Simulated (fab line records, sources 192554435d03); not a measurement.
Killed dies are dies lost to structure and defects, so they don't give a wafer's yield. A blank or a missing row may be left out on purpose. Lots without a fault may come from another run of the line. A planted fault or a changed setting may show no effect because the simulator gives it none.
Tool commonality check | flow n5_finfet | 9 lots, 27 wafers sampled

WHY IT WAS OPENED
At N5_GATE_CUT_OVL_MEAS_14 the reading GATE_CUT_OVL is flagged on 2 of 9 lots. Wafers without a fault read -0.5 nm, standard deviation 0.64.
Rule: a lot is flagged when every wafer of it that has a number lies more than 4 standard deviations from that mean, or none has a number. The other lots count as sound.

lot  | measured     | on         | GATE_CUT_OVL (nm), wafer by wafer | flag
L619 | day 5 05:50  | overlay-02 | -0.1 0.2 0.2                      |
L622 | day 5 17:31  | overlay-02 | -0.6 -0.2 -1.0                    |
L623 | day 5 23:37  | overlay-01 | 0.7 -0.2 -0.5                     |
L625 | day 6 10:58  | overlay-02 | -0.2 -1.1 -0.5                    |
L626 | day 6 17:34  | overlay-01 | -0.3 0.8 -0.1                     |
L630 | day 7 18:40  | overlay-01 | -0.6 0.5 -0.4                     |
L638 | day 9 22:56  | overlay-01 | 5.5 5.6 5.6                       | FLAGGED
L639 | day 10 01:20 | overlay-01 | 5.1 4.7 6.4                       | FLAGGED
L640 | day 10 10:20 | overlay-01 | -1.0 -0.7 -1.4                    |
The numbers of the flagged lots are 5.5 nm on average: +6.0 nm against the usual, or +9 standard deviations.

WHICH TOOL RAN EACH LOT
The record holds 3 process steps before the reading, out of a route of 1938 steps. In each cell: the tool, then ch and the chambers that the sampled wafers went through, then the start.
lot  | flag    | N5_GATE_CUT_ETCHBACK_30           | N5_GATE_CUT_CMP_02            | N5_GATE_CUT_EXPOSE_10
L619 |         | rie_metal-01 ch 0,1, day 5 02:02  | cmp-02 ch 1,2,3, day 5 05:10  | euv_scanner-02 ch 0, day 5 05:41
L622 |         | rie_metal-03 ch 0,1, day 5 14:01  | cmp-02 ch 0,2, day 5 16:50    | euv_scanner-01 ch 0, day 5 17:22
L623 |         | rie_metal-03 ch 0,1, day 5 19:50  | cmp-03 ch 0,1,3, day 5 22:53  | euv_scanner-02 ch 0, day 5 23:27
L625 |         | rie_metal-02 ch 0,1, day 6 07:29  | cmp-03 ch 1,3, day 6 10:08    | euv_scanner-01 ch 0, day 6 10:49
L626 |         | rie_metal-03 ch 0, day 6 14:02    | cmp-01 ch 0,1, day 6 16:45    | euv_scanner-02 ch 0, day 6 17:25
L630 |         | rie_metal-03 ch 0,1, day 7 14:38  | cmp-01 ch 0,2,3, day 7 17:55  | euv_scanner-01 ch 0, day 7 18:30
L638 | FLAGGED | rie_metal-02 ch 0,1, day 9 19:09  | cmp-03 ch 0,3, day 9 22:16    | euv_scanner-01 ch 0, day 9 22:46
L639 | FLAGGED | rie_metal-02 ch 0,1, day 9 21:56  | cmp-01 ch 1,2,3, day 10 00:39 | euv_scanner-01 ch 0, day 10 01:10
L640 |         | rie_metal-01 ch 0,1, day 10 06:47 | cmp-03 ch 1,3, day 10 09:32   | euv_scanner-02 ch 0, day 10 10:10
What these steps do:
- N5_GATE_CUT_ETCHBACK_30: etches TiN in Cl2/Ar, target depth 3 nm.
- N5_GATE_CUT_CMP_02: polishes, stops on SiO2, t overpolish 12.7 s, target thk 0 nm.
- N5_GATE_CUT_EXPOSE_10: exposes mask GATE CUT, target cd 20 nm.
- N5_GATE_CUT_OVL_MEAS_14

FLAGGED OVER TOTAL, TOOL BY TOOL (the gauges that took the reading come last)
step                    | tool           | lots run | flagged | share of the flagged lots | sound lots run after its first flagged lot
N5_GATE_CUT_ETCHBACK_30 | rie_metal-01   | 2        | 0       | none                      | -
N5_GATE_CUT_ETCHBACK_30 | rie_metal-02   | 3        | 2       | all                       | 0
N5_GATE_CUT_ETCHBACK_30 | rie_metal-03   | 4        | 0       | none                      | -
N5_GATE_CUT_CMP_02      | cmp-01         | 3        | 1       | some                      | 0
N5_GATE_CUT_CMP_02      | cmp-02         | 2        | 0       | none                      | -
N5_GATE_CUT_CMP_02      | cmp-03         | 4        | 1       | some                      | 1 (L640)
N5_GATE_CUT_EXPOSE_10   | euv_scanner-01 | 5        | 2       | all                       | 0
N5_GATE_CUT_EXPOSE_10   | euv_scanner-02 | 4        | 0       | none                      | -
N5_GATE_CUT_OVL_MEAS_14 | overlay-01     | 6        | 2       | all                       | 1 (L640)
N5_GATE_CUT_OVL_MEAS_14 | overlay-02     | 3        | 0       | none                      | -

WHAT THE TABLE ALLOWS
3 rows of the table ran every flagged lot: rie_metal-02 at N5_GATE_CUT_ETCHBACK_30, euv_scanner-01 at N5_GATE_CUT_EXPOSE_10, overlay-01 at N5_GATE_CUT_OVL_MEAS_14.
- rie_metal-02 at N5_GATE_CUT_ETCHBACK_30: 2 of its 3 lots flagged. Its last sound lot is L625 (day 6 07:29), its first flagged lot L638 (day 9 19:09): a fault that began between those two fits.
- euv_scanner-01 at N5_GATE_CUT_EXPOSE_10: 2 of its 5 lots flagged. Its last sound lot is L630 (day 7 18:30), its first flagged lot L638 (day 9 22:46): a fault that began between those two fits.
- overlay-01 at N5_GATE_CUT_OVL_MEAS_14: 2 of its 6 lots flagged. Sound lots ran on it after the first flagged one (L640), which a lasting fault on the whole tool wouldn't allow.
Counting lots can't tell these 2 tools apart, because each fits a fault that began at some hour. More lots, or a look at what each step does to the wafer, might.

WHAT THE SIMULATOR HAD PUT IN
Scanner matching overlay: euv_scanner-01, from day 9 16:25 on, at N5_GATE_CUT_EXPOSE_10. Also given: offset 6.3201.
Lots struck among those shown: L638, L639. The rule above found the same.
